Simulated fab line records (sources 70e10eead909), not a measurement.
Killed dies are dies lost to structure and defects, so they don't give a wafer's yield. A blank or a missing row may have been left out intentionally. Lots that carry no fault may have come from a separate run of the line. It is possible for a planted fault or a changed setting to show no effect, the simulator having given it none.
Matching of chambers -- flow nand harc -- NHARC_A_CONTACT_ALD_18 on ald metal-02 has 4 sister chambers
The step deposits TiN, target thk 3 nm, pulse time 1 s, ald cycles 150. 4 wafers are shown with their chamber, then 7 later ones without.

WAFERS PAIRED WITH THEIR CHAMBERS
wafer,chamber,heater power w (W)
L654.2,0,1141
L663.4,1,1024
L667.1,3,1054
L667.2,2,988

WAFERS WITH NO CHAMBER GIVEN
wafer,heater power w (W)
L667.3,1123
L670.3,1121
L670.6,1045
L671.4,1135
L671.5,1052
L673.4,1001
L673.6,1129

EACH ONE'S CHAMBER
wafer,from the rows above,in truth
L667.3,0,0
L670.3,0,0
L670.6,can't be placed: 3 or 1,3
L671.4,0,0
L671.5,3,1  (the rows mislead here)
L673.4,can't be placed: 2 or 1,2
L673.6,0,0
Correctly placed: 4 of 7. Can't be placed from these rows: 2 (the true chamber is among the candidates in 2). Wrongly placed: 1.
How it was worked out, from the rows above alone: a wafer's distance from a chamber is the root of the sum, over the readings, of the square of ((its reading less the chamber's mean) divided by the reading's scatter). The wafer belongs to the nearest chamber; if the next one is less than 2 further off, it can't be placed. For every chamber, the mean is computed from those of its wafers that are shown. The scatter (one wafer shown for each chamber): square how far every hidden wafer sits from the nearest shown wafer, average those squares and take the square root.
